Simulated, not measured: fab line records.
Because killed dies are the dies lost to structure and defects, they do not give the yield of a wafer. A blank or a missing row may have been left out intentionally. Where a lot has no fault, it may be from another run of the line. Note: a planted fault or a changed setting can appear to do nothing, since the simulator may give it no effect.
Which tool did it? || flow n5-finfet || 18 wafers from 6 lots sampled at 2 of the route's 1938 steps

## WHAT THE GAUGES READ, wafer by wafer
N5_PASSIVATION_CD_MEAS_10: target cd 3000 nm.
{"lot": "L421", "measured": "day 12 22:06", "on": "cd-sem-02", "cd-nm (nm)": "3000 3004 2999"}
{"lot": "L424", "measured": "day 13 14:55", "on": "cd-sem-02", "cd-nm (nm)": "3005 3003 3002"}
{"lot": "L427", "measured": "day 14 02:42", "on": "cd-sem-02", "cd-nm (nm)": "3002 3005 3008"}
{"lot": "L432", "measured": "day 15 09:07", "on": "cd-sem-02", "cd-nm (nm)": "3000 3002 3003"}
{"lot": "L436", "measured": "day 17 00:53", "on": "cd-sem-03", "cd-nm (nm)": "3004 3003 3006"}
{"lot": "L443", "measured": "day 18 06:14", "on": "cd-sem-01", "cd-nm (nm)": "3008 3001 3004"}

## WHAT TOOL EACH LOT RAN ON (gives the tool, then ch and the chambers of the sampled wafers, and finally the start)
{"lot": "L421", "N5_MOL_CONTACT_COAG_STRIP_49": "plasma-asher-01 ch 0,1, day 5 11:36"}
{"lot": "L424", "N5_MOL_CONTACT_COAG_STRIP_49": "plasma-asher-02 ch 0,1, day 6 06:10"}
{"lot": "L427", "N5_MOL_CONTACT_COAG_STRIP_49": "plasma-asher-02 ch 0,1, day 6 22:04"}
{"lot": "L432", "N5_MOL_CONTACT_COAG_STRIP_49": "plasma-asher-02 ch 0,1, day 8 10:17"}
{"lot": "L436", "N5_MOL_CONTACT_COAG_STRIP_49": "plasma-asher-01 ch 0,1, day 9 06:40"}
{"lot": "L443", "N5_MOL_CONTACT_COAG_STRIP_49": "plasma-asher-01 ch 0,1, day 11 01:09"}
- N5_MOL_CONTACT_COAG_STRIP_49: strips in N2/H2, time 30 s.

## THE ANSWER, worked out from the rows above alone
Rule: the usual values come from the lots themselves. Put in order of their means at a reading, lots are off if they are a third of the lots or fewer, leave a main group of 4 or more, and stand apart from it by a gap of 3 or more times the standard deviation of the main group's means; of several such gaps the widest counts. If all means in a main group match to the digits the tables above print for the reading, that group is not used. A lot without any number at a reading at which 4 lots or more have one is off too. All remaining lots with rows at the step are treated as sound.
No lot is off on any of the readings shown, so nothing can be concluded from this.

## WHAT THE SIMULATOR HAD INSERTED
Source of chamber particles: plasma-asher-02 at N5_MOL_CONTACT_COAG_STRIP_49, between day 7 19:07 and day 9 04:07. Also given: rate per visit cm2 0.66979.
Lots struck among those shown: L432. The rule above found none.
